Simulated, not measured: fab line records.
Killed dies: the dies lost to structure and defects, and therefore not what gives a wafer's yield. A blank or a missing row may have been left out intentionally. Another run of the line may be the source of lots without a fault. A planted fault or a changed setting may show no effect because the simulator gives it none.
Split-lot trial | flow n5_finfet | 21 wafers read across 7 lots, on a route 1938 steps long

## SPLIT DETAILS
At N5_BEOL_M14_EXPOSE_25 (exposes mask M14, target cd 280 nm), the setting dose_mj was moved away from the recipe's 26.6 on 7 of the 21 wafers read, by -3.5% to +5.8%. The other wafers ran this setting at the recipe's value.

## FROM THE SPLIT TO THE READING: what the file shows between them, 3 steps
- N5_BEOL_M14_PEB_26: peb time 90 s
- N5_BEOL_M14_DEVELOP_27: develop time 45 s
- N5_BEOL_M14_HARDBAKE_32: time 120 s

## THE READING
Shown in nm: cd_nm at N5_BEOL_M14_CD_MEAS_28, with target cd 284.4 nm. Typical for fault-free wafers on this fab line: 285.4 nm, with standard deviation 2.2 nm.

wafer  | tool, chamber at the split | dose_mj as run | against the recipe | cd_nm, nm | against lot-mates on the recipe
L074.3 | krf_scanner-02, 0          | 26.6           | recipe             | 283.4     | -
L074.5 | krf_scanner-02, 0          | 27.14          | +2.0%              | 286.0     | +2.6
L074.6 | krf_scanner-02, 0          | 27.14          | +2.0%              | 287.7     | +4.3
L079.1 | krf_scanner-02, 0          | 26.6           | recipe             | 286.9     | -
L079.2 | krf_scanner-02, 0          | 26.6           | recipe             | 286.2     | -
L079.4 | krf_scanner-02, 0          | 26.6           | recipe             | 288.2     | -
L081.2 | krf_scanner-02, 0          | 26.6           | recipe             | 289.5     | -
L081.4 | krf_scanner-02, 0          | 26.6           | recipe             | 287.5     | -
L081.6 | krf_scanner-02, 0          | 27.95          | +5.1%              | 296.8     | +8.3
L082.2 | krf_scanner-02, 0          | 26.6           | recipe             | 286.7     | -
L082.3 | krf_scanner-02, 0          | 27.25          | +2.4%              | 290.0     | +2.5
L082.6 | krf_scanner-02, 0          | 26.6           | recipe             | 288.3     | -
L084.2 | krf_scanner-01, 0          | 28.14          | +5.8%              | 292.0     | +9.7
L084.4 | krf_scanner-01, 0          | 26.6           | recipe             | 282.2     | -
L084.5 | krf_scanner-01, 0          | 26.6           | recipe             | 282.4     | -
L086.2 | krf_scanner-02, 0          | 26.6           | recipe             | 283.6     | -
L086.4 | krf_scanner-02, 0          | 26.6           | recipe             | 286.1     | -
L086.6 | krf_scanner-02, 0          | 26.6           | recipe             | 285.6     | -
L096.1 | krf_scanner-02, 0          | 25.68          | -3.5%              | 283.9     | -4.3
L096.4 | krf_scanner-02, 0          | 25.68          | -3.5%              | 280.0     | -8.2
L096.5 | krf_scanner-02, 0          | 26.6           | recipe             | 288.2     | -

FIT RESULTS
A straight line over all 21 wafers: cd_nm changes by +1.34 nm for each +1% of dose_mj; r = +0.78; the points scatter about the line by 2.4 nm.
The same after taking each lot's own level away (the mean of its wafers on the recipe; 21 wafers): +1.67 nm for each +1%; r = +0.96; scatter 1 nm.
Per that fit: largest dose_mj move, reading shift of 9.7 nm.
The lots' own levels span 282.30 to 288.50 nm, that is 2.8 times the standard deviation above.
So the lot-to-lot level blurs the effect unless lot-mates are compared.
Check: with one of the wafers moved furthest among these (+5.8%) left out of the fit, the line predicts +9.48 nm for it against its lot-mates. Against them it came out at +9.7 nm.

## THE WHOLE CHAIN: every reading that the file lists as answering this split, in the file's order
step                   | what it does                                           | reading                                                         | change (the file's fit)              | r (the file's)
N5_BEOL_M14_CD_MEAS_28 | target cd 284.4 nm                                     | cd_nm                                                           | +1.64 nm for each +1% of the setting | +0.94
N5_BEOL_M14_DESCUM_33  | chemistry O2, time 7.9 s                               | BEOL_M14.cd_nm (the simulator's own value, which no gauge read) | +1.63 nm for each +1% of the setting | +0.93
N5_BEOL_M14_ETCH_67    | etches SiARC in CF4, target depth 143 nm, time 238.3 s | BEOL_M14.cd_nm (the simulator's own value, which no gauge read) | +1.67 nm for each +1% of the setting | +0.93
N5_BEOL_M14_ETCH_68    | etches SOC in N2/H2, time 450 s                        | BEOL_M14.cd_nm (the simulator's own value, which no gauge read) | +1.8 nm for each +1% of the setting  | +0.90

## FILE'S OWN FIT
cd_nm changes by +1.64 nm for each +1% of dose_mj, r = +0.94.
